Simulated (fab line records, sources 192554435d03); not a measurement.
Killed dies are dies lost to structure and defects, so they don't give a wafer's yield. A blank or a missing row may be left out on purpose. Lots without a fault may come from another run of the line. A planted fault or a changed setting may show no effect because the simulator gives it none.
Which tool did it? | flow n5_finfet | 19 lots, 57 wafers sampled, at 3 steps of a route of 1938

WHAT THE GAUGES READ, wafer by wafer
N5_BEOL_M0_SAQP_CD_MEAS_25: target cd 13.1 nm.
lot  | measured     | on        | cd_nm (nm)
L074 | day 5 22:05  | cd_sem-01 | 12.67 12.63 12.46
L075 | day 5 22:32  | cd_sem-02 | 12.53 12.50 12.73
L076 | day 6 04:56  | cd_sem-02 | 12.96 12.43 12.93
L077 | day 6 13:09  | cd_sem-02 | 12.94 12.97 12.38
L078 | day 6 13:55  | cd_sem-02 | 12.78 13.08 12.66
L079 | day 6 20:23  | cd_sem-02 | 12.59 12.71 12.91
L080 | day 7 01:13  | cd_sem-02 | 13.10 12.53 12.76
L081 | day 7 08:40  | cd_sem-03 | 13.20 12.94 12.66
L083 | day 7 19:38  | cd_sem-02 | 12.87 12.52 13.07
L085 | day 8 15:35  | cd_sem-01 | 13.10 12.89 12.82
L086 | day 8 21:55  | cd_sem-01 | 13.02 12.80 13.06
L087 | day 8 22:27  | cd_sem-01 | 12.70 13.06 12.65
L089 | day 9 11:26  | cd_sem-01 | 12.96 13.07 12.95
L091 | day 9 18:53  | cd_sem-02 | 12.46 12.75 12.74
L093 | day 10 10:08 | cd_sem-03 | 12.99 12.49 12.89
L094 | day 10 16:44 | cd_sem-01 | 12.94 13.16 12.77
L095 | day 10 22:28 | cd_sem-01 | 12.88 12.56 12.78
L096 | day 11 01:44 | cd_sem-02 | 12.99 12.97 13.23
L097 | day 11 09:45 | cd_sem-01 | 12.73 13.02 12.89

WHICH TOOL RAN EACH LOT (tool, then ch and the chambers of the sampled wafers, then the start)
lot  | N5_BEOL_M0_SAQP_DESCUM_19          | N5_BEOL_M0_SAQP_RECESS_114
L074 | rie_diel-02 ch 0,3, day 5 20:28    | vapor_etch-02 ch 0,1, day 5 21:02
L075 | rie_diel-05 ch 0,2,3, day 5 20:38  | vapor_etch-01 ch 0,1, day 5 21:11
L076 | rie_diel-05 ch 0,1,2, day 6 02:19  | vapor_etch-02 ch 0,1, day 6 02:49
L077 | rie_diel-06 ch 0,1, day 6 11:22    | vapor_etch-02 ch 0,1, day 6 12:02
L078 | rie_diel-06 ch 0,1,2, day 6 12:08  | vapor_etch-02 ch 0,1, day 6 12:44
L079 | rie_diel-05 ch 2,3, day 6 18:24    | vapor_etch-02 ch 0,1, day 6 19:10
L080 | rie_diel-06 ch 0,1,3, day 6 23:28  | vapor_etch-02 ch 1, day 7 00:01
L081 | rie_diel-06 ch 0,2,3, day 7 07:05  | vapor_etch-01 ch 0,1, day 7 07:36
L083 | rie_diel-05 ch 1,3, day 7 17:41    | vapor_etch-01 ch 0,1, day 7 18:11
L085 | rie_diel-05 ch 0,1,3, day 8 13:52  | vapor_etch-01 ch 0,1, day 8 14:37
L086 | rie_diel-02 ch 0,1,2, day 8 18:42  | vapor_etch-02 ch 0,1, day 8 19:19
L087 | rie_diel-02 ch 0,1, day 8 20:28    | vapor_etch-02 ch 0, day 8 20:59
L089 | rie_diel-05 ch 2,3, day 9 07:54    | vapor_etch-02 ch 0, day 9 08:24
L091 | rie_diel-02 ch 2,3, day 9 17:20    | vapor_etch-02 ch 0,1, day 9 17:50
L093 | rie_diel-02 ch 2,3, day 10 08:14   | vapor_etch-01 ch 0,1, day 10 09:02
L094 | rie_diel-06 ch 0,2,3, day 10 15:08 | vapor_etch-01 ch 0,1, day 10 15:39
L095 | rie_diel-06 ch 2,3, day 10 20:55   | vapor_etch-01 ch 0,1, day 10 21:25
L096 | rie_diel-02 ch 0,3, day 11 00:10   | vapor_etch-01 ch 0,1, day 11 00:41
L097 | rie_diel-06 ch 0,1,2, day 11 08:04 | vapor_etch-02 ch 0,1, day 11 08:35
- N5_BEOL_M0_SAQP_DESCUM_19: chemistry O2, time 7.9 s.
- N5_BEOL_M0_SAQP_RECESS_114: chemistry HF/NH3, target SiO2, target depth 14.4 nm, afs cycles 3, sublimation time 60 s.

WHAT THE TOOLS THEMSELVES READ (means of the sampled wafers that have a number; where no wafer has one, the mark that the record gives instead)
N5_BEOL_M0_SAQP_DESCUM_19.
lot  | tool        | bias_power_w (W) | drypump_motor_current_A (A) | oes_product_au (a.u.) | rf_vpp_V (V) | showerhead_plenum_p_Torr (Torr) | temp_c (C) | throttle_valve_pct (%)
L074 | rie_diel-02 | 19.99            | 5.9                         | 0.83                  | 242.6        | 2.04                            | 40.02      | 20.2
L075 | rie_diel-05 | 20.01            | 5.8                         | 0.83                  | 243.3        | 2.05                            | 40.09      | 20.2
L076 | rie_diel-05 | 20.02            | 5.7                         | 0.80                  | 241.3        | 2.00                            | 40.00      | 20.4
L077 | rie_diel-06 | 20.06            | 6.1                         | 0.85                  | 243.2        | 2.09                            | 39.94      | 20.6
L078 | rie_diel-06 | 20.06            | 5.9                         | 0.81                  | 243.1        | 2.10                            | 40.12      | 20.4
L079 | rie_diel-05 | 20.05            | 6.0                         | 0.77                  | 242.0        | 2.01                            | 39.97      | 20.2
L080 | rie_diel-06 | 20.03            | 6.1                         | 0.87                  | 242.4        | 2.07                            | 40.04      | 20.4
L081 | rie_diel-06 | 19.98            | 6.1                         | 0.87                  | 243.0        | 2.13                            | 40.07      | 20.2
L083 | rie_diel-05 | 19.99            | 5.8                         | 0.76                  | 242.9        | 2.12                            | 40.04      | 20.8
L085 | rie_diel-05 | 19.99            | 5.6                         | 0.79                  | 242.4        | 2.08                            | 39.88      | 20.7
L086 | rie_diel-02 | 20.05            | 5.6                         | 0.76                  | 242.4        | 2.10                            | 39.93      | 20.5
L087 | rie_diel-02 | 19.98            | 5.8                         | 0.70                  | 242.1        | 2.04                            | 40.03      | 20.6
L089 | rie_diel-05 | 19.99            | 6.0                         | 0.76                  | 242.5        | 2.00                            | 40.06      | 20.2
L091 | rie_diel-02 | 20.10            | 6.0                         | 0.83                  | 243.2        | 2.07                            | 39.92      | 20.2
L093 | rie_diel-02 | 20.02            | 6.0                         | 0.82                  | 243.4        | 2.06                            | 40.12      | 20.2
L094 | rie_diel-06 | 20.05            | 6.1                         | 0.84                  | 242.6        | 2.12                            | 40.00      | 20.2
L095 | rie_diel-06 | 20.02            | 5.9                         | 0.80                  | 243.6        | 2.13                            | 39.94      | 20.1
L096 | rie_diel-02 | 19.97            | 5.9                         | 0.80                  | 242.2        | 2.03                            | 40.04      | 20.2
L097 | rie_diel-06 | 20.08            | 5.9                         | 0.77                  | 242.4        | 2.09                            | 39.89      | 20.5

N5_BEOL_M0_SAQP_RECESS_114.
lot  | tool          | drypump_motor_current_A (A) | foreline_p_Torr (Torr) | temp_c (C)
L074 | vapor_etch-02 | 6.3                         | 0.1281                 | 30.09
L075 | vapor_etch-01 | 6.0                         | 0.1285                 | 30.04
L076 | vapor_etch-02 | 6.3                         | 0.1279                 | 30.01
L077 | vapor_etch-02 | 6.0                         | 0.1280                 | 30.00
L078 | vapor_etch-02 | 6.0                         | 0.1284                 | 30.18
L079 | vapor_etch-02 | 6.0                         | 0.1279                 | 30.02
L080 | vapor_etch-02 | 5.6                         | 0.1280                 | 30.08
L081 | vapor_etch-01 | 6.0                         | 0.1285                 | 29.92
L083 | vapor_etch-01 | 6.0                         | 0.1283                 | 30.04
L085 | vapor_etch-01 | 5.5                         | 0.1288                 | 29.99
L086 | vapor_etch-02 | 6.3                         | 0.1282                 | 29.97
L087 | vapor_etch-02 | 6.6                         | 0.1277                 | 29.90
L089 | vapor_etch-02 | 6.7                         | 0.1282                 | 29.98
L091 | vapor_etch-02 | 6.3                         | 0.1282                 | 30.07
L093 | vapor_etch-01 | 5.6                         | 0.1284                 | 29.97
L094 | vapor_etch-01 | 6.0                         | 0.1278                 | 30.06
L095 | vapor_etch-01 | 6.0                         | 0.1280                 | 30.05
L096 | vapor_etch-01 | 6.0                         | 0.1274                 | 30.05
L097 | vapor_etch-02 | 6.3                         | 0.1283                 | 30.00

THE ANSWER, worked out from the rows above alone
Rule: what is usual is taken from the lots themselves. Put in order of their means at a reading, lots are off if they are a third of the lots or fewer, leave a main group of 4 or more, and stand apart from it by a gap of 3 or more times the standard deviation of the main group's means; of several such gaps the widest counts. A main group whose means are all the same, to the digits that the tables above print for the reading, isn't used. A lot without any number at a reading at which 4 lots or more have one is off too. The other lots that the step has rows for count as sound. The gauges are gone through in route order, then the tools' own readings, and for those a lot's mean is taken as printed above. The first step at which some lot is off is used, and at that step the reading that is off furthest; a lot without a number counts as furthest.
No lot is off at any reading shown: from this, nothing can be told.

WHAT THE SIMULATOR HAD PUT IN
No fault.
